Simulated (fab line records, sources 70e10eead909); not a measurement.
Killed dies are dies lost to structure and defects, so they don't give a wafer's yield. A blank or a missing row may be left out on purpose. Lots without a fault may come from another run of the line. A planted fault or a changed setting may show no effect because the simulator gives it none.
fab line records | flow nand_harc
record lots=12 wafers=36 last_day=24
route steps=1159 shown P_M1@298
lots that met no fault: from a run of the same line without faults
start_h: hours from the record's first day to the start of the lot's first wafer shown | wait_h: hours since the lot's step before | " the same as in the row above | L1.1+2: a row that stands for several wafers | - no value, or no start given | * or withheld: withheld | < > ~ a bound
route shown NAME@n: a module of which the file shows steps, and the number in the route of the first | usual: mean/standard deviation of fault-free wafers | same: alike in all rows | chamber/n: place in a boat | sites: the reading at each site | _std_site: their standard deviation | _edge_site: outer sites' mean less inner sites' | radius_mm: how far each site lies from the wafer's centre | mask NAME#n: copy n | behind: the tool/chamber that last shaped the wafer | hold: why the lot was held/for how many hours/how that ended | device: the transistor (n, p or np) that didn't switch | end of line: the same wafers' tests at the end of the route | a step without rows: its recipe alone | killed: dies lost to structure and defects at the first sort, not the wafer's yield | map: a wafer's dies, x killed, . not, _ none there
set.NAME: the setting as run; set.NAME@STEP: as run at that earlier step | model.NAME: the simulator's own value behind a step, which no gauge read
steps of the route over a sample of lots; a table a step, a row a wafer
services: from which hour (start_h, from the record's first day; less than 0 if before it) a tool's chamber was out of use, for how many hours, and why
## steps
# step NHARC_P_M1_DESCUM_14
# recipe time_s=3 o2_flow_sccm=200 ar_flow_sccm=0 bias_power_w=0 chemistry=O2
# usual drypump_motor_current_A=5.8/0.41 mfc_ar_sccm=0.015/0.011 oes_product_au=0.999/0.0074 rf_vpp_V=57.7/0.89 showerhead_plenum_p_Torr=1.90/0.081 throttle_valve_pct=11.312/0.0087
# columns lot.wafer tool chamber start_h wait_h drypump_motor_current_A mfc_ar_sccm oes_product_au rf_hours_counter_h rf_vpp_V showerhead_plenum_p_Torr throttle_valve_pct
L969.4 rie_diel-07 2 120.49 0.1 6.1 0 0.985 5 57.2 1.93 11.328
L969.5 " 0 " " 6.0 0.038 0.987 - 57.9 1.91 11.310
L969.6 " 1 " " 5.6 0 0.989 - 58.0 1.88 11.303
L970.4 rie_diel-07 0 135.42 0.1 6.0 0.038 0.991 5 58.8 1.91 11.306
L970.6 " 2 " " 6.1 0 0.994 - 56.4 1.93 11.318
L970.5 " 3 " " 5.7 0.013 0.990 - 57.8 1.81 11.309
L971.1 rie_diel-07 2 138.39 0.1 6.1 0 1.005 5 57.1 1.93 11.317
L971.3 " 3 " " 5.7 0.013 1.004 6 57.3 1.81 11.322
L971.4 " 0 " " 6.0 0.038 1.008 5 56.7 1.91 11.300
L972.1 rie_diel-05 0 138.86 0.1 6.0 0.009 1.002 8 57.9 1.86 11.324
L972.2 " 3 " " 5.0 0.013 0.998 11 56.6 1.81 11.304
L972.6 " 0 " " 6.0 0.009 0.995 - 58.1 1.86 11.323
L974.2 rie_diel-08 0 141.54 0.1 6.0 0.012 1.014 0 57.6 1.93 11.304
L974.6 " 0 " " 6.0 0.012 1.009 - 57.8 1.93 11.311
L974.5 " 1 " " 6.2 0.019 0.988 - 57.9 1.86 11.304
L973.1 rie_diel-07 1 149.40 0.1 5.6 0 0.995 6 59.0 1.88 11.289
L973.2 " 2 " " 6.1 0 0.996 6 57.6 1.93 11.319
L973.5 " 0 " " 5.9 0.038 1.006 - 58.4 1.91 11.299
L976.4 rie_diel-08 1 175.22 0.1 6.2 0.019 0.991 1 57.6 1.86 11.308
L976.2 " 2 " " 5.1 0.031 0.991 1 58.5 2.05 11.313
L976.6 " 2 " " 5.1 0.031 0.993 - 58.4 2.05 11.311
L977.4 rie_diel-08 1 180.42 0.1 6.2 0.019 1.008 1 58.4 1.86 11.297
L977.1 " 3 " " 6.2 0.016 0.997 1 56.4 1.80 11.303
L977.5 " 2 " " 5.1 0.031 0.992 - 58.6 2.06 11.333
L987.2 rie_diel-05 1 224.75 0.1 6.3 0 1.000 3 60.4 2.02 11.334
L987.4 " 2 " " 5.5 0.016 1.005 3 57.5 1.84 11.310
L987.3 " 0 " " 6.0 0.009 1.013 3 55.7 1.86 11.310
L986.3 rie_diel-05 2 226.91 0.1 5.5 0.016 1.003 3 57.2 1.84 11.303
L986.4 " 0 " " 6.0 0.009 1.001 4 58.4 1.86 11.308
L986.6 " 2 " " 5.5 0.016 0.996 - 57.3 1.84 11.318
L989.4 rie_diel-07 2 244.23 0.1 6.1 0 1.003 0 57.8 1.93 11.300
L989.1 " 3 " " 5.7 0.013 0.993 0 56.3 1.81 11.315
L989.3 " 1 " " 5.6 0 1.003 0 57.7 1.88 11.308
L990.4 rie_diel-05 2 244.56 0.1 5.5 0.016 1.012 6 57.8 1.84 11.311
L990.3 " 3 " " 5.0 0.013 1.000 5 58.7 1.81 11.308
L990.1 " 1 " " 6.3 0 1.004 5 57.1 2.02 11.312
# step NHARC_P_M1_ETCH_15
# recipe target_depth_a=1825 time_s=91.2 c4f8_flow_sccm=withheld ar_flow_sccm=400 rf_w=600 bias_w=300 chemistry=C4F8/Ar
# usual oes_product_au=0.957/0.02 rf_vpp_V=440.3/2.6
# columns lot.wafer tool chamber start_h wait_h oes_product_au rf_hours_counter_h rf_vpp_V
L969.4 rie_diel-07 3 120.65 - 0.973 6 439.3
L969.5 " 3 " " 0.990 - 436.7
L969.6 " 0 " " 0.965 - 440.1
L970.4 rie_diel-07 0 135.59 - 0.932 5 440.8
L970.6 " 2 " " 0.933 - 441.9
L970.5 " 3 " " 0.924 - 438.8
L971.3 rie_diel-07 0 138.57 - 0.963 6 440.7
L971.4 " 1 " " 0.956 5 440.1
L971.1 " 2 " " 0.953 5 441.9
L972.2 rie_diel-05 3 139.04 - 0.914 11 436.7
L972.1 " 1 " " 0.928 9 444.0
L972.6 " 2 " " 0.975 - 437.9
L974.2 rie_diel-08 3 141.73 - 0.967 0 436.4
L974.6 " 1 " " 0.953 - 439.8
L974.5 " 2 " " 0.968 - 444.2
L973.2 rie_diel-07 0 149.56 - 0.958 7 440.9
L973.1 " 2 " " 0.963 6 442.4
L973.5 " 1 " " 0.967 - 439.4
L976.2 rie_diel-08 2 175.39 - 0.970 1 445.7
L976.4 " 0 " " 0.987 1 441.4
L976.6 " 3 " " 0.970 - 437.7
L977.4 rie_diel-08 0 180.60 - 0.980 1 441.1
L977.1 " 3 " " 0.876 1 437.3
L977.5 " 1 " " 0.867 - 439.4
L987.4 rie_diel-05 3 224.92 - 0.962 4 436.2
L987.2 " 1 " " 0.943 3 444.9
L987.3 " 2 " " 0.942 3 438.9
L986.3 rie_diel-05 0 227.10 - 0.993 4 438.9
L986.4 " 1 " " 0.993 3 444.0
L986.6 " 3 " " 0.981 - 438.3
L989.4 rie_diel-07 1 244.41 - 0.974 0 439.5
L989.3 " 2 " " 0.957 0 441.6
L989.1 " 0 " " 0.984 0 440.6
L990.3 rie_diel-05 1 244.74 - 0.978 5 443.1
L990.1 " 2 " " 0.965 6 438.4
L990.4 " 3 " " 0.963 5 438.3
# step NHARC_P_M1_STRIP_18
# recipe power_w=1000 n2_flow_sccm=150 h2_flow_sccm=150 ar_flow_sccm=0 bias_w=0 chemistry=N2/H2
# usual drypump_motor_current_A=5.8/0.43 mfc_ar_sccm=0.014/0.0099 oes_product_au=1.000/0.0081 power_w=1000.0/3 rf_vpp_V=90.4/0.96 showerhead_plenum_p_Torr=2.02/0.091 throttle_valve_pct=14.172/0.0084
# columns lot.wafer tool chamber start_h wait_h drypump_motor_current_A mfc_ar_sccm oes_product_au power_w rf_hours_counter_h rf_vpp_V showerhead_plenum_p_Torr throttle_valve_pct
L969.4 rie_diel-08 2 120.89 0.1 5.1 0.031 1.013 996.5 4 91.2 2.19 14.163
L969.6 " 1 " " 6.2 0.019 0.995 998.1 - 90.3 1.98 14.179
L969.5 " 2 " " 5.1 0.031 1.000 1003.4 - 91.2 2.20 14.178
L970.4 rie_diel-05 2 135.85 0.1 5.5 0.016 1.007 998.2 7 89.9 1.96 14.179
L970.5 " 0 " " 6.0 0.009 1.002 998.4 - 90.5 1.98 14.168
L970.6 " 1 " " 6.3 0 1.001 1000.0 - 92.7 2.16 14.169
L971.4 rie_diel-08 0 138.80 0.1 6.0 0.012 0.999 999.1 0 91.6 2.06 14.174
L971.1 " 1 " " 6.2 0.019 0.996 1004.3 0 89.8 1.98 14.174
L971.3 " 2 " " 5.1 0.031 0.996 999.8 0 91.4 2.19 14.177
L972.2 rie_diel-07 1 139.26 0.1 5.6 0 0.993 1003.9 5 91.1 2.00 14.163
L972.1 " 2 " " 6.1 0 1.012 1000.9 6 90.5 2.05 14.173
L972.6 " 0 " " 6.0 0.038 1.000 1002.1 - 89.8 2.03 14.165
L974.2 rie_diel-05 1 141.92 0.1 6.3 0 0.992 994.1 10 91.2 2.16 14.158
L974.5 " 1 " " 6.3 0 1.000 992.6 - 91.1 2.16 14.166
L974.6 " 2 " " 5.5 0.016 0.983 997.9 - 89.0 1.96 14.176
L973.2 rie_diel-08 1 149.81 0.1 6.2 0.019 0.996 1000.0 1 90.1 1.98 14.178
L973.1 " 2 " " 5.1 0.031 0.990 1000.2 1 91.3 2.19 14.169
L973.5 " 3 " " 6.2 0.016 0.984 1003.9 - 90.2 1.91 14.164
L976.4 rie_diel-08 2 175.60 0.1 5.1 0.031 0.995 999.9 1 92.3 2.19 14.161
L976.2 " 1 " " 6.2 0.019 1.004 998.9 1 88.8 1.98 14.168
L976.6 " 2 " " 5.1 0.031 0.997 1000.4 - 92.2 2.19 14.181
L977.1 rie_diel-08 1 180.83 0.1 6.2 0.019 0.990 1004.1 1 90.3 1.98 14.173
L977.4 " 2 " " 5.1 0.031 0.995 997.7 1 92.6 2.19 14.183
L977.5 " 1 " " 6.2 0.019 1.002 1000.9 - 90.2 1.98 14.175
L987.2 rie_diel-07 0 225.17 0.1 6.0 0.038 0.988 1003.2 11 88.9 2.03 14.163
L987.3 " 1 " " 5.6 0 0.988 999.7 10 90.0 2.00 14.164
L987.4 " 2 " " 6.1 0 0.985 997.8 10 91.0 2.05 14.175
L986.3 rie_diel-05 2 227.32 0.1 5.5 0.016 1.004 1003.0 3 89.7 1.96 14.170
L986.4 " 3 " " 5.0 0.013 0.998 999.6 4 89.4 1.92 14.174
L986.6 " 1 " " 6.3 0 1.002 995.9 - 91.5 2.16 14.167
L989.3 rie_diel-08 2 244.64 0.1 5.1 0.031 0.998 1000.4 3 92.2 2.19 14.175
L989.4 " 3 " " 6.1 0.016 1.002 1001.6 3 89.3 1.91 14.163
L989.1 " 0 " " 6.0 0.012 1.013 1004.7 3 91.1 2.06 14.168
L990.4 rie_diel-05 3 244.94 0.1 5.0 0.013 0.995 997.6 5 90.3 1.92 14.192
L990.1 " 1 " " 6.3 0 1.005 998.3 5 91.2 2.16 14.163
L990.3 " 2 " " 5.6 0.016 1.005 999.9 6 89.9 1.96 14.179
# step NHARC_P_M1_ANNEAL_31
# recipe temp_c=225 time_s=90
# usual wafer_temp_C_max=226.2/0.31
# columns lot.wafer tool chamber start_h wait_h wafer_temp_C_max
L969.4 rtp_anneal-01 0 122.43 0.4 225.9
L969.5 " 0 " " 226.1
L969.6 " 0 " " 226.1
L970.4 rtp_anneal-02 0 137.34 0.3 226.9
L970.5 " 0 " " 226.5
L970.6 " 0 " " 226.9
L971.1 rtp_anneal-02 0 140.16 - 226.4
L971.3 " 0 " " 226.2
L971.4 " 0 " " 225.9
L972.1 rtp_anneal-01 0 140.64 0.3 225.8
L972.2 " 0 " " 225.7
L972.6 " 0 " " 225.9
L974.2 rtp_anneal-02 0 143.40 - 226.3
L974.5 " 0 " " 226.5
L974.6 " 0 " " 226.2
L973.1 rtp_anneal-02 0 151.15 0.3 226.4
L973.2 " 0 " " 225.9
L973.5 " 0 " " 226.1
L976.2 rtp_anneal-01 0 177.03 0.4 225.7
L976.4 " 0 " " 226.0
L976.6 " 0 " " 226.4
L977.1 rtp_anneal-02 0 182.54 0.3 226.7
L977.4 " 0 " " 226.2
L977.5 " 0 " " 226.3
L987.2 rtp_anneal-02 0 226.60 0.4 226.3
L987.3 " 0 " " 226.4
L987.4 " 0 " " 225.9
L986.3 rtp_anneal-02 0 228.82 0.3 226.4
L986.4 " 0 " " 226.5
L986.6 " 0 " " 226.5
L989.1 rtp_anneal-02 0 246.11 0.4 226.6
L989.3 " 0 " " 226.1
L989.4 " 0 " " 226.2
L990.1 rtp_anneal-01 0 246.33 0.3 226.0
L990.3 " 0 " " 226.2
L990.4 " 0 " " 226.0
## services
# columns tool chamber start_h hours kind
rie_diel-08 0 103.31 - clean
rie_diel-08 1 103.31 - clean
rie_diel-08 2 103.31 - clean
rie_diel-08 3 103.31 - clean
rie_diel-08 0 108.25 5.1 repair
rie_diel-07 0 109.33 - clean
rie_diel-07 1 109.33 - clean
rie_diel-07 2 109.33 - clean
rie_diel-07 3 109.33 - clean
rie_diel-07 2 112.87 3.2 repair
rie_diel-05 0 118.18 - clean
rie_diel-05 1 118.18 - clean
rie_diel-05 2 118.18 - clean
rie_diel-05 3 118.18 - clean
rie_diel-08 - 124.80 9.0 pm
rie_diel-08 0 124.80 9.0 vent_cycle
rie_diel-08 1 124.80 9.0 vent_cycle
rie_diel-08 2 124.80 9.0 vent_cycle
rie_diel-05 - 163.60 9.0 pm
rie_diel-07 1 191.85 1.2 repair
rie_diel-08 3 209.47 15.0 repair
rie_diel-05 1 217.24 5.0 repair
rie_diel-07 - 228.20 9.0 pm
rie_diel-05 3 232.73 6.4 repair
## key
first_sign step=NHARC_P_M1_ETCH_15 reading=oes_product_au direction=down sigmas=4.3 usual=0.957 struck=0.872
effect none on later readings
met_at NHARC_P_M1_ETCH_15
struck_lots L977
struck_wafers L977.1,L977.5
later_rows_left_out L977.1,L977.5
sort_left_out L977.1,L977.5
not_acting_at NHARC_P_M1_DESCUM_14,NHARC_P_M1_STRIP_18,NHARC_P_M1_ANNEAL_31
onset_between 175.39 180.60
fault kind=process_parameter_drift tool=rie_diel-08 chamber=- onset_h=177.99 steps=NHARC_P_M1_ETCH_15 channel=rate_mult offset=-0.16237 shape=step end_h=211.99 scope=struck_wafers_only
# sort_left_out: the simulated sort isn't trusted on such a fault, so these wafers' sort isn't shown, and their yield isn't known
# later_rows_left_out: the simulator's readings of these wafers behind a module that went badly wrong aren't trusted and aren't shown, but for the sort
